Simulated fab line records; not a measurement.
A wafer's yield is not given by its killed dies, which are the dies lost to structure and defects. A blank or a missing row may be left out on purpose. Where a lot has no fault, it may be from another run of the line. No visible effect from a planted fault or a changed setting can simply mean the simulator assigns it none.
fab line records    flow n5Finfet
[record] lots = 7  wafers = 21
route steps=1938 shown WELL_APT@24 FIN_SAQP@96 FIN_CUT@173 DUMMY_GATE@228
startH: the number of hours between the record's first day and the start of the first shown wafer of the lot    waitH: hours since the lot's step before    " repeats the value in the row above    L1.1+2: one row covering several wafers at once    - no value, or no start given    * or withheld: withheld    < > ~ a bound
route shown NAME@n: names a module that has steps shown in the file, with the first one's number in the route    usual: the fault-free wafers' mean and standard deviation    same: alike in all rows    chamber/n: place in a boat    sites: each site's reading    _std_site: the values' standard deviation    _edge_site: mean of outer sites minus mean of inner sites    radiusMm: for every site, how far away it sits from the centre of the wafer    mask NAME#n: copy n    behind: the most recent tool/chamber to have shaped the wafer    hold: why the lot was held/for how many hours/how that ended    device: whichever transistor did not switch (one of n, p or np)    end of line: the tests these same wafers got at the end of their route    a step without rows: its recipe alone    killed: dies that structure and defects cost at the first sort, which is not the same as the wafer's yield    map: per-die view of a wafer (x killed, . not killed, _ where there is no die)
set.NAME: the setting the step ran with; set.NAME@STEP: the setting that earlier step ran with    model.NAME: the simulator's own value behind a step, which no gauge read
lots whose settings were changed on purpose; a table a step, a row a wafer
[[steps]]
[step N5_WELL_APT_EXPOSE_05]
[recipe] maskId = NWELL  na = 0.8  sourceShape = conventional  sigmaOuter = 0.8  polarization = unpolarized  defocusNm = 0  targetCdNm = 200  doseMj = 20.3
lot.wafer   tool           chamber  startH  waitH  mask     set.doseMj
L077.1+6    krfScanner-01  0        31.38   -      NWELL#0  21.67
L077.5      "              0        "       "      NWELL#0  20.3
L080.1      krfScanner-01  0        49.51   -      NWELL#0  18.92
L080.3+6    "              0        "       "      NWELL#0  20.3
L081.1+2+5  krfScanner-01  0        55.53   -      NWELL#0  20.3
L082.2+3+4  krfScanner-01  0        61.51   -      NWELL#0  20.3
L086.2+5+6  krfScanner-02  0        85.52   -      NWELL#0  20.3
L091.3+4+6  krfScanner-02  0        115.40  -      NWELL#0  20.3
L093.2+5    krfScanner-02  0        127.39  -      NWELL#0  20.86
L093.3      "              0        "       "      NWELL#0  20.3
[step N5_WELL_APT_PEB_06]
[recipe] pebTempC = 130  pebTimeS = 90
lot.wafer   tool           chamber  startH  waitH  set.pebTempC
L077.1+5+6  lithoTrack-01  0        31.44   0.1    130
L080.1+3    lithoTrack-02  0        49.57   0.1    130
L080.6      "              0        "       "      131.2
L081.1+2    lithoTrack-05  0        55.59   0.1    130
L081.5      "              0        "       "      128.2
L082.2+3+4  lithoTrack-01  0        61.57   0.0    130
L086.2      lithoTrack-01  0        85.57   0.0    128.5
L086.5+6    "              0        "       "      130
L091.3+4+6  lithoTrack-01  0        115.44  0.0    130
L093.2+5    lithoTrack-02  0        127.44  0.0    128.5
L093.3      "              0        "       "      130
[step N5_WELL_APT_DEVELOP_07]
[recipe] developTimeS = 45  rinseLiquid = surfactantRinse  dry = airSpin  devTempC = 21
[step N5_WELL_APT_HARDBAKE_12]
[recipe] tempC = 130  timeS = 120
[step N5_WELL_APT_CD_MEAS_08]
[recipe] targetCdNm = 200  landingEnergyEv = 500  detector = seInlens
[usual] cdNm = 201/3.1
lot.wafer  tool      chamber  startH  waitH  set.doseMj@WELL_APT_EXPOSE_05  set.pebTempC@WELL_APT_PEB_06  cdNm
L077.1     cdSem-02  0        31.56   -      21.67                          130                           209
L077.5     "         0        "       "      20.3                           130                           196
L077.6     "         0        "       "      21.67                          130                           208
L080.1     cdSem-02  0        49.68   -      18.92                          130                           189
L080.3     "         0        "       "      20.3                           130                           205
L080.6     "         0        "       "      20.3                           131.2                         209
L081.1     cdSem-01  0        55.71   -      20.3                           130                           201
L081.2     "         0        "       "      20.3                           130                           199
L081.5     "         0        "       "      20.3                           128.2                         190
L082.2     cdSem-03  0        61.68   -      20.3                           130                           198
L082.3     "         0        "       "      20.3                           130                           198
L082.4     "         0        "       "      20.3                           130                           198
L086.2     cdSem-03  0        85.69   -      20.3                           128.5                         191
L086.5     "         0        "       "      20.3                           130                           197
L086.6     "         0        "       "      20.3                           130                           200
L091.3     cdSem-01  0        115.56  -      20.3                           130                           198
L091.4     "         0        "       "      20.3                           130                           198
L091.6     "         0        "       "      20.3                           130                           199
L093.2     cdSem-03  0        127.56  -      20.86                          128.5                         203
L093.3     "         0        "       "      20.3                           130                           204
L093.5     "         0        "       "      20.86                          128.5                         203
[step N5_WELL_APT_DESCUM_13]
[recipe] chemistry = O2  timeS = 7.9  sourcePowerW = 50  biasPowerW = 20  pressureMtorr = 20  rfFrequencyHz = 2.712e+07  tempC = 40  o2FlowSccm = 225
lot.wafer  tool        chamber  startH  waitH  set.doseMj@WELL_APT_EXPOSE_05  set.pebTempC@WELL_APT_PEB_06  model.WELL_APT.cdNm
L077.1     rieDiel-01  2        31.64   0.0    21.67                          130                           208.4
L077.5     "           2        "       "      20.3                           130                           196.3
L077.6     "           1        "       "      21.67                          130                           207.9
L080.1     rieDiel-05  3        49.77   0.0    18.92                          130                           189.6
L080.3     "           0        "       "      20.3                           130                           204.6
L080.6     "           1        "       "      20.3                           131.2                         208.9
L081.1     rieDiel-04  1        56.44   0.7    20.3                           130                           200.5
L081.2     "           0        "       "      20.3                           130                           199
L081.5     "           3        "       "      20.3                           128.2                         190.1
L082.2     rieDiel-04  0        61.92   0.2    20.3                           130                           198.2
L082.3     "           1        "       "      20.3                           130                           197.9
L082.4     "           2        "       "      20.3                           130                           198.1
L086.2     rieDiel-05  1        85.78   0.0    20.3                           128.5                         190.7
L086.5     "           1        "       "      20.3                           130                           197.5
L086.6     "           0        "       "      20.3                           130                           199.7
L091.3     rieDiel-01  1        115.77  0.2    20.3                           130                           197.8
L091.4     "           2        "       "      20.3                           130                           197.5
L091.6     "           1        "       "      20.3                           130                           198.8
L093.2     rieDiel-01  3        127.86  0.2    20.86                          128.5                         203.4
L093.3     "           1        "       "      20.3                           130                           203.9
L093.5     "           0        "       "      20.86                          128.5                         202.5
[step N5_FIN_SAQP_HM_DEP_03]
[recipe] material = SiNx  targetThkA = 380  tempC = 400  precursor = SiH4/NH3/N2  pressureTorr = 1.5  rfW = 300  timeS = 33.6
lot.wafer  tool      chamber  startH  waitH  set.timeS  model.SiNx_of_FIN_SAQP_HM_DEP_03.thkNm
L077.1     pecvd-02  2        39.65   0.2    30.37      34.53
L077.5     "         0        "       "      33.6       37.7
L077.6     "         2        "       "      33.6       39.33
L080.1     pecvd-02  2        57.14   0.2    33.6       38.54
L080.3     "         0        "       "      33.6       37.58
L080.6     "         2        "       "      33.6       39.22
L081.1     pecvd-04  2        63.85   0.2    32.22      36.39
L081.2     "         0        "       "      33.6       37.41
L081.5     "         2        "       "      32.22      37.25
L082.2     pecvd-02  1        69.53   0.2    38.42      43.65
L082.3     "         0        "       "      38.42      42.77
L082.4     "         0        "       "      33.6       38.31
L086.2     pecvd-02  1        93.56   0.2    33.6       38.41
L086.5     "         1        "       "      33.6       38.52
L086.6     "         2        "       "      33.6       39.45
L091.3     pecvd-02  0        122.66  0.1    33.6       38.05
L091.4     "         0        "       "      33.6       38.47
L091.6     "         2        "       "      33.6       39.2
L093.2     pecvd-01  0        134.75  0.2    33.6       37.6
L093.3     "         1        "       "      33.6       38.12
L093.5     "         0        "       "      33.6       38.5
[step N5_FIN_SAQP_THK_MEAS_05]
[usual] thkNm = 38.2/0.61
lot.wafer  tool          chamber  startH  waitH  set.timeS@FIN_SAQP_HM_DEP_03  thkNm
L077.1     filmMetro-01  -        39.74   0.1    30.37                         34.6
L077.5     "             -        "       "      33.6                          37.8
L077.6     "             -        "       "      33.6                          39.3
L080.1     filmMetro-02  -        57.23   0.1    33.6                          38.6
L080.3     "             -        "       "      33.6                          37.6
L080.6     "             -        "       "      33.6                          39.2
L081.1     filmMetro-01  -        63.97   0.1    32.22                         36.4
L081.2     "             -        "       "      33.6                          37.4
L081.5     "             -        "       "      32.22                         37.2
L082.2     filmMetro-01  -        69.61   0.1    38.42                         43.7
L082.3     "             -        "       "      38.42                         42.8
L082.4     "             -        "       "      33.6                          38.3
L086.2     filmMetro-02  -        93.65   0.1    33.6                          38.4
L086.5     "             -        "       "      33.6                          38.5
L086.6     "             -        "       "      33.6                          39.5
L091.3     filmMetro-01  -        122.75  0.1    33.6                          38.0
L091.4     "             -        "       "      33.6                          38.4
L091.6     "             -        "       "      33.6                          39.3
L093.2     filmMetro-02  -        134.87  0.1    33.6                          37.6
L093.3     "             -        "       "      33.6                          38.2
L093.5     "             -        "       "      33.6                          38.5
[step N5_FIN_SAQP_EXPOSE_13]
[recipe] maskId = FIN_CORE  na = 1.35  sourceShape = dipole  sigmaInner = 0.538  sigmaOuter = 0.738  polarization = te  targetCdNm = 35.6  doseMj = 63.25
lot.wafer   tool            chamber  startH  waitH  mask        set.doseMj
L077.1      arfiScanner-03  0        40.30   -      FIN_CORE#0  63.25
L077.5+6    "               0        "       "      FIN_CORE#0  65.34
L080.1+3    arfiScanner-01  0        57.82   -      FIN_CORE#0  63.25
L080.6      "               0        "       "      FIN_CORE#0  65.54
L081.1+2+5  arfiScanner-03  0        64.53   -      FIN_CORE#0  63.25
L082.2+3    arfiScanner-03  0        70.06   -      FIN_CORE#0  65.06
L082.4      "               0        "       "      FIN_CORE#0  63.25
L086.2+5    arfiScanner-03  0        94.31   -      FIN_CORE#0  63.25
L086.6      "               0        "       "      FIN_CORE#0  59.37
L091.3+4+6  arfiScanner-01  0        123.32  -      FIN_CORE#0  63.25
L093.2+3+5  arfiScanner-03  0        135.34  -      FIN_CORE#0  60.65
[step N5_FIN_SAQP_PEB_14]
[recipe] pebTempC = withheld  pebTimeS = 60  resist = CAR-ArF
[step N5_FIN_SAQP_DEVELOP_15]
[recipe] developTimeS = 30  developer = TMAH  resist = CAR-ArF  devTempC = 23  rinseLiquid = diw  dry = airSpin
[step N5_FIN_SAQP_SPACER2_ALD_28]
[recipe] material = SiO2  targetThkA = 81  tempC = 300  aldPrecursorFamily = BDEAS  aldCoReactant = O2-plasma  pulseTimeS = 1  purgeTimeS = 2  coReactantPurgeTimeS = 2  pressureTorr = 2
[step N5_FIN_SAQP_SPACER2_ETCHBACK_29]
[recipe] chemistry = CHF3/O2  mode = anisotropicEtchback  target = SiO2  targetDepthA = 122  timeS = 6.1  pressureMtorr = 30  sourceW = 650  biasW = 170  Ar_flow_sccm = 200  CHF3_flow_sccm = 50  O2_flow_sccm = 5  ionEnergyEv = 200
[step N5_FIN_SAQP_MANDREL2_REMOVE_60]
[recipe] chemistry = HBr/Cl2/O2  btTimeS = 10  target = a-Si  stopOn = SiNx  endpoint = OES-SiCl  overEtchFrac = 1  icpW = 600  biasW = 22  HBr_flow_sccm = 150  Cl2_flow_sccm = 80  O2_flow_sccm = 5  pressureMtorr = 10
lot.wafer  tool      chamber  startH  waitH  set.timeS@FIN_SAQP_HM_DEP_03  model.SiNx_of_FIN_SAQP_HM_DEP_03.thkNm
L077.1     rieSi-01  1        44.26   0.1    30.37                         33.8
L077.5     "         3        "       "      33.6                          37
L077.6     "         0        "       "      33.6                          38.8
L080.1     rieSi-04  0        61.57   0.1    33.6                          38
L080.3     "         3        "       "      33.6                          36.6
L080.6     "         0        "       "      33.6                          38.4
L081.1     rieSi-01  3        69.51   0.1    32.22                         35.8
L081.2     "         1        "       "      33.6                          36.6
L081.5     "         2        "       "      32.22                         36.6
L082.2     rieSi-01  3        73.85   0.1    38.42                         43
L082.3     "         0        "       "      38.42                         42.2
L082.4     "         1        "       "      33.6                          37.6
L086.2+5   rieSi-01  3,1      98.56   0.1    33.6                          37.8
L086.6     "         2        "       "      33.6                          38.8
L091.3     rieSi-01  1        127.88  0.1    33.6                          37.4
L091.4     "         3        "       "      33.6                          37.8
L091.6     "         3        "       "      33.6                          38.6
L093.2     rieSi-01  2        139.02  0.1    33.6                          37
L093.3     "         0        "       "      33.6                          37.4
L093.5     "         2        "       "      33.6                          37.8
[step N5_FIN_SAQP_HM_OPEN_33]
[recipe] chemistry = CH3F/O2  target = SiNx  maskMaterial = SiO2  targetDepthA = 494  timeS = 70.6  pressureMtorr = 30  sourceW = 395  biasW = 73  Ar_flow_sccm = 150  CH3F_flow_sccm = 30  O2_flow_sccm = 20  ionEnergyEv = 120  ends = cleared
lot.wafer  tool        chamber  startH  waitH  set.timeS@FIN_SAQP_HM_DEP_03  model.etch.depthNm
L077.1     rieDiel-01  3        44.66   0.3    30.37                         33.84
L077.5     "           2        "       "      33.6                          37.07
L077.6     "           3        "       "      33.6                          38.7
L080.1     rieDiel-04  1        61.73   0.0    33.6                          37.91
L080.3     "           2        "       "      33.6                          36.66
L080.6     "           2        "       "      33.6                          38.3
L081.1     rieDiel-05  3        69.74   0.1    32.22                         35.7
L081.2     "           1        "       "      33.6                          36.64
L081.5     "           2        "       "      32.22                         36.57
L082.2     rieDiel-05  1        74.01   0.0    38.42                         42.96
L082.3     "           2        "       "      38.42                         42.15
L082.4     "           3        "       "      33.6                          37.68
L086.2     rieDiel-01  2        98.84   0.2    33.6                          37.79
L086.5     "           3        "       "      33.6                          37.9
L086.6     "           0        "       "      33.6                          38.83
L091.3     rieDiel-01  3        128.04  0.0    33.6                          37.36
L091.4     "           0        "       "      33.6                          37.84
L091.6     "           1        "       "      33.6                          38.51
L093.2     rieDiel-05  3        139.18  0.0    33.6                          36.97
L093.3     "           0        "       "      33.6                          37.49
L093.5     "           1        "       "      33.6                          37.87
[step N5_FIN_SAQP_ETCH_34]
[recipe] chemistry = C4F6/O2  target = SiO2  targetDepthA = 450  timeS = 15  ionEnergyEv = 250  pressureMtorr = 30  sourceW = 345  biasW = 185  Ar_flow_sccm = 300  C4F6_flow_sccm = 10  O2_flow_sccm = 10  ends = cleared
[step N5_FIN_SAQP_STRIP_77]
[recipe] chemistry = N2/H2  timeS = 90  powerW = 100  tempC = 40  pressureMtorr = 100  rfFrequencyHz = 6e+07  biasPowerW = 3  n2FlowSccm = 300  h2FlowSccm = 300
[step N5_FIN_SAQP_PRECLEAN_38]
[recipe] chemistry = O3/DIW  timeS = 45  tempC = 22  o3Ppm = 10
[step N5_FIN_SAQP_PRECLEAN_45]
[recipe] chemistry = dHF  timeS = 10  dilution = 500:1  tempC = 25
lot.wafer  tool         chamber  startH  waitH  set.timeS@FIN_SAQP_HM_DEP_03  model.SiNx_of_FIN_SAQP_HM_DEP_03.thkNm
L077.1     wetBench-02  1        45.12   0.0    30.37                         17
L077.5     "            2        "       "      33.6                          20.2
L077.6     "            6        "       "      33.6                          22.2
L080.1+6   wetBench-04  0,1      62.19   0.0    33.6                          22
L080.3     "            2        "       "      33.6                          20.2
L081.1     wetBench-02  4        70.25   0.0    32.22                         19.4
L081.2     "            6        "       "      33.6                          20.4
L081.5     "            3        "       "      32.22                         20.4
L082.2     wetBench-04  4        74.53   0.0    38.42                         26.8
L082.3     "            0        "       "      38.42                         26.2
L082.4     "            1        "       "      33.6                          21.4
L086.2+5   wetBench-04  6,5      99.30   0.0    33.6                          22
L086.6     "            7        "       "      33.6                          22.8
L091.3     wetBench-06  2        128.50  0.0    33.6                          21
L091.4     "            7        "       "      33.6                          20.8
L091.6     "            0        "       "      33.6                          22.2
L093.2     wetBench-04  4        139.65  0.0    33.6                          20
L093.3     "            7        "       "      33.6                          20.6
L093.5     "            1        "       "      33.6                          20.8
[step N5_FIN_CUT_CUT_ETCH_26]
[recipe] chemistry = CH3F/O2  target = SiNx  targetDepthA = 390  maskMaterial = SOC  timeS = 55.7  pressureMtorr = 30  sourceW = 395  biasW = 73  Ar_flow_sccm = 150  CH3F_flow_sccm = 30  O2_flow_sccm = 20  ionEnergyEv = 120
lot.wafer  tool        chamber  startH  waitH  set.timeS  model.etch.depthNm  model.SOC_of_FIN_CUT_COAT_18.thkNm
L077.1     rieDiel-02  1        46.06   0.0    61.36      42.29               210.4
L077.5     "           3        "       "      61.36      39.76               211.6
L077.6     "           2        "       "      61.36      42.41               209.8
L080.1     rieDiel-06  1        63.13   0.0    55.7       39.97               210.8
L080.3     "           0        "       "      55.7       38.44               212
L080.6     "           3        "       "      55.7       40.01               211.4
L081.1     rieDiel-02  3        71.19   0.0    65.91      43.65               207.6
L081.2     "           0        "       "      65.91      45.17               207.6
L081.5     "           3        "       "      55.7       36.68               210.8
L082.2     rieDiel-02  1        75.59   0.0    49.77      34.4                213.8
L082.3     "           0        "       "      55.7       37.94               211.4
L082.4     "           3        "       "      49.77      32.72               214.4
L086.2     rieDiel-06  3        100.25  0.0    55.7       40.34               210
L086.5     "           0        "       "      55.7       38.38               210.6
L086.6     "           1        "       "      50.19      35.72               212.6
L091.3     rieDiel-06  0        129.49  0.0    55.7       38.17               213
L091.4     "           2        "       "      55.7       37.39               212.2
L091.6     "           1        "       "      55.7       39.74               211.8
L093.2     rieDiel-03  0        140.71  0.0    55.7       37.53               211.8
L093.3     "           1        "       "      55.7       38.92               210.6
L093.5     "           3        "       "      50.68      33.97               213.2
[step N5_FIN_CUT_CUT_ETCH_27]
[recipe] chemistry = CHF3/O2  target = SiO2  targetDepthA = 40  maskMaterial = SOC  overetchA = 20  timeS = 4.9  pressureMtorr = 30  sourceW = 650  biasW = 170  Ar_flow_sccm = 200  CHF3_flow_sccm = 50  O2_flow_sccm = 5  ionEnergyEv = 200
lot.wafer  tool        chamber  startH  waitH  set.timeS@FIN_CUT_CUT_ETCH_26  model.SOC_of_FIN_CUT_COAT_18.thkNm
L077.1     rieDiel-02  1        46.10   0.0    61.36                          206.6
L077.5     "           3        "       "      61.36                          208
L077.6     "           2        "       "      61.36                          206
L080.1     rieDiel-06  1        63.18   0.0    55.7                           207
L080.3     "           0        "       "      55.7                           208.2
L080.6     "           3        "       "      55.7                           207.4
L081.1+2   rieDiel-02  3,0      71.23   0.0    65.91                          203.8
L081.5     "           3        "       "      55.7                           207.2
L082.2     rieDiel-02  1        75.63   0.0    49.77                          210
L082.3     "           0        "       "      55.7                           207.8
L082.4     "           3        "       "      49.77                          210.8
L086.2     rieDiel-06  3        100.29  0.0    55.7                           206
L086.5     "           0        "       "      55.7                           206.8
L086.6     "           1        "       "      50.19                          208.8
L091.3     rieDiel-06  0        129.54  0.0    55.7                           209.2
L091.4     "           2        "       "      55.7                           208.6
L091.6     "           1        "       "      55.7                           208
L093.2     rieDiel-03  0        140.75  0.0    55.7                           208
L093.3     "           1        "       "      55.7                           206.8
L093.5     "           3        "       "      50.68                          209.6
[step N5_DUMMY_GATE_EXPOSE_12]
[recipe] maskId = GATE  na = 0.33  sourceShape = annular  sigmaInner = 0.2  sigmaOuter = 0.6  polarization = unpolarized  targetCdNm = 25  doseMj = 34
lot.wafer   tool           chamber  startH  waitH  mask    set.doseMj
L077.1+5    euvScanner-02  0        63.85   -      GATE#0  32.55
L077.6      "              0        "       "      GATE#0  34
L080.1      euvScanner-02  0        81.22   -      GATE#0  32.08
L080.3+6    "              0        "       "      GATE#0  34
L081.1+2+5  euvScanner-02  0        88.93   -      GATE#0  34
L082.2+3+4  euvScanner-01  0        94.71   -      GATE#0  34
L086.2+5+6  euvScanner-02  0        118.05  -      GATE#0  34
L091.3+4+6  euvScanner-01  0        147.22  -      GATE#0  34
L093.2+3    euvScanner-01  0        158.48  -      GATE#0  34
L093.5      "              0        "       "      GATE#0  34.83
[step N5_DUMMY_GATE_PEB_13]
[recipe] pebTempC = 100  pebTimeS = 60  resist = CAR-EUV
[step N5_DUMMY_GATE_DEVELOP_14]
[recipe] developTimeS = 30  developer = TMAH  resist = CAR-EUV  rinseLiquid = surfactantRinse  dry = airSpin  devTempC = 23
[step N5_DUMMY_GATE_CD_MEAS_15]
[recipe] targetCdNm = 25.8  landingEnergyEv = 500  detector = seInlens
[usual] cdNm = 25.00/0.25
lot.wafer  tool      chamber  startH  waitH  set.doseMj@DUMMY_GATE_EXPOSE_12  cdNm
L077.1     cdSem-01  0        63.97   -      32.55                            25.98
L077.5     "         0        "       "      32.55                            25.46
L077.6     "         0        "       "      34                               24.28
L080.1     cdSem-02  0        81.35   -      32.08                            26.11
L080.3     "         0        "       "      34                               24.70
L080.6     "         0        "       "      34                               24.93
L081.1     cdSem-02  0        89.05   -      34                               25.14
L081.2     "         0        "       "      34                               25.34
L081.5     "         0        "       "      34                               25.16
L082.2     cdSem-02  0        94.83   -      34                               25.30
L082.3     "         0        "       "      34                               24.91
L082.4     "         0        "       "      34                               25.38
L086.2     cdSem-01  0        118.18  -      34                               25.08
L086.5     "         0        "       "      34                               24.76
L086.6     "         0        "       "      34                               25.08
L091.3     cdSem-01  0        147.34  -      34                               25.38
L091.4     "         0        "       "      34                               24.98
L091.6     "         0        "       "      34                               25.60
L093.2     cdSem-01  0        158.60  -      34                               24.90
L093.3     "         0        "       "      34                               25.31
L093.5     "         0        "       "      34.83                            24.41
[[key]]
[split] step = N5_WELL_APT_EXPOSE_05  setting = doseMj  stated = 20.3  by = wafer
[response] step = N5_WELL_APT_CD_MEAS_08  reading = cdNm  slope = +1.99  per = 1%  togetherWith = pebTempC@WELL_APT_PEB_06  explained = 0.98
[response] step = N5_WELL_APT_DESCUM_13  reading = model.WELL_APT.cdNm  slope = +1.95  per = 1%  togetherWith = pebTempC@WELL_APT_PEB_06  explained = 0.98
[split] step = N5_WELL_APT_PEB_06  setting = pebTempC  stated = 130  by = wafer
[response] step = N5_WELL_APT_CD_MEAS_08  reading = cdNm  slope = +6.4  per = 1%  togetherWith = doseMj@WELL_APT_EXPOSE_05  explained = 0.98
[response] step = N5_WELL_APT_DESCUM_13  reading = model.WELL_APT.cdNm  slope = +6.36  per = 1%  togetherWith = doseMj@WELL_APT_EXPOSE_05  explained = 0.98
[split] step = N5_FIN_SAQP_HM_DEP_03  setting = timeS  stated = 33.6  by = wafer
[response] step = N5_FIN_SAQP_HM_DEP_03  reading = model.SiNx_of_FIN_SAQP_HM_DEP_03.thkNm  change = +0.352  per = 1%  r = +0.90
[response] step = N5_FIN_SAQP_THK_MEAS_05  reading = thkNm  change = *  per = 1%  r = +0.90
[response] step = N5_FIN_SAQP_MANDREL2_REMOVE_60  reading = model.SiNx_of_FIN_SAQP_HM_DEP_03.thkNm  change = +0.358  per = 1%  r = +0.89
[response] step = N5_FIN_SAQP_HM_OPEN_33  reading = model.etch.depthNm  change = +0.352  per = 1%  r = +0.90
[response] step = N5_FIN_SAQP_PRECLEAN_45  reading = model.SiNx_of_FIN_SAQP_HM_DEP_03.thkNm  change = +0.367  per = 1%  r = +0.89
[split] step = N5_FIN_SAQP_EXPOSE_13  setting = doseMj  stated = 63.25  by = wafer
response none clear
[split] step = N5_FIN_CUT_CUT_ETCH_26  setting = timeS  stated = 55.7  by = wafer
[response] step = N5_FIN_CUT_CUT_ETCH_26  reading = model.etch.depthNm  change = +0.418  per = 1%  r = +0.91
[response] step = N5_FIN_CUT_CUT_ETCH_26  reading = model.SOC_of_FIN_CUT_COAT_18.thkNm  change = -0.204  per = 1%  r = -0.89
[response] step = N5_FIN_CUT_CUT_ETCH_27  reading = model.SOC_of_FIN_CUT_COAT_18.thkNm  change = -0.213  per = 1%  r = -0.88
[split] step = N5_DUMMY_GATE_EXPOSE_12  setting = doseMj  stated = 34  by = wafer
[response] step = N5_DUMMY_GATE_CD_MEAS_15  reading = cdNm  change = -0.27  per = 1%  r = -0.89
